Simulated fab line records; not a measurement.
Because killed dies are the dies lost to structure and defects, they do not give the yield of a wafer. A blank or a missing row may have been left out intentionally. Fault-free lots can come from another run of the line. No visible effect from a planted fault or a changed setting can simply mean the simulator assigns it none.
Comparing a struck lot with a sound one	flow n5_finfet	25 steps out of a route of 1938
Sound: these wafers, L477.2, L477.4, L477.6. The struck wafers were L482.3, L482.4, L482.6. Last of all comes the cause.
Order at every step that has rows: each side's tool, ch and its chambers, its first start. Under that, the readings that differ: sound wafers	struck wafers	difference of the means	sigmas: that difference in standard deviations of wafers without a fault.
alike: readings with means less than 2 such deviations apart, plus words and numbers identical on both sides. not compared: withheld readings, readings lacking a value on some wafer, bounds such as >300 that could conceal the same value, and numbers that have no deviation in the record and whose values overlap.
A row with sigmas, a row that says differs or no value, or rows on one side alone: a step with any of these is where the two part. Numbers that don't overlap but have no deviation are shown without sigmas and don't part them. Lack of a reading on every wafer of one side parts them only where that side has two or more wafers.

first, 8 steps without rows for these wafers: N5_BEOL_M8_DEVELOP_10 (develop time 30 s); N5_BEOL_M8_DESCUM_16 (chemistry O2, time 7.9 s); N5_BEOL_M8_ETCH_61 (etches SiARC in CF4, target depth 45.5 nm, time 75.8 s); N5_BEOL_M8_ETCH_62 (etches SOC in N2/H2, target depth 110 nm, overetch 22 nm, time 165 s); N5_BEOL_M8_STRIP_68 (strips in N2/H2); N5_BEOL_M8_STRIP_67 (strips in CF4); N5_BEOL_M8_HM_OPEN_17 (chemistry Cl2/BCl3, target TiN, target depth 20 nm, overetch 6 nm); N5_BEOL_M8_STRIP_19 (strips in O2).
N5_BEOL_M8_COAT_63: time 60 s, resist thk 60 nm.
  sound on litho_track-03 ch 0, day 10 04:22; struck on litho_track-03 ch 0, day 12 07:28
reading	sound	struck	difference	sigmas
spin_speed_rpm (rpm)	1498.6 1498.2 1500.2	1460.8 1462.9 1464.8	-36.2	-33
model.SOC_of_BEOL_M8_COAT_63.thk_nm (nm)	60 59.8 59.8	61 61 61	+1	
  alike: exhaust_pa
then, 11 steps without rows for these wafers: N5_BEOL_M8_COAT_64 (time 60 s, resist thk 12 nm); N5_BEOL_M8_COAT_71 (time 60 s, resist thk 5 nm); N5_BEOL_M8_COAT_22 (resist thk 30 nm); N5_BEOL_M8_EBR_24; N5_BEOL_M8_SOFTBAKE_23 (time 60 s); N5_BEOL_M8_EXPOSE_25 (exposes mask V7, target cd 40 nm); N5_BEOL_M8_PEB_26 (peb time 60 s); N5_BEOL_M8_DEVELOP_27 (develop time 30 s); N5_BEOL_M8_DESCUM_33 (chemistry O2, time 7 s); N5_BEOL_M8_ETCH_72 (etches underlayer in N2/H2, target depth 6.5 nm, time 5.2 s); N5_BEOL_M8_ETCH_65 (etches SiARC in CF4, target depth 15.6 nm, time 26 s).
N5_BEOL_M8_ETCH_66: etches SOC in N2/H2, target depth 80 nm, overetch 16 nm, time 120 s.
  sound on rie_diel-03 ch 1,2,3, day 10 04:50; struck on rie_diel-03 ch 1,2,3, day 12 08:40
reading	sound	struck	difference	sigmas
model.etch.depth_nm (nm)	59.92 59.86 59.82	60.96 60.92 60.91	+1.06	
  alike: drypump_motor_current_A, oes_product_au, rf_vpp_V, showerhead_plenum_p_Torr, throttle_valve_pct
  not compared: rf_hours_counter_h
then, 2 steps without rows for these wafers: N5_BEOL_M8_STRIP_69 (strips in N2/H2); N5_BEOL_M8_STRIP_73 (strips in N2/H2).
N5_BEOL_M8_VIA_ETCH_34: etches SiCOH lowk in C4F6/O2, target depth 125.5 nm, time 50.5 s.
  sound on rie_diel-03 ch 1,2,3, day 10 04:56; struck on rie_diel-03 ch 1,2,3, day 12 08:46
reading	sound	struck	difference	sigmas
model.SOC_of_BEOL_M8_COAT_63.thk_nm (nm)	53.8 54 53.8	55 54.8 55	+1	
  alike: drypump_motor_current_A, oes_product_au, rf_vpp_V, showerhead_plenum_p_Torr, throttle_valve_pct
  not compared: rf_hours_counter_h
then, 1 step without rows for these wafers: N5_BEOL_M8_STRIP_76 (strips in C4F6/O2).

## WHERE THEY PART
Within this record, at N5_BEOL_M8_COAT_63 only. Later steps at which nothing parts them and some readings are alike: N5_BEOL_M8_ETCH_66, N5_BEOL_M8_VIA_ETCH_34.

WHY: what had been put in by the simulator
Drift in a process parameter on litho_track-03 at N5_BEOL_M8_COAT_63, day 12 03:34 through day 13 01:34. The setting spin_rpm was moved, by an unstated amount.
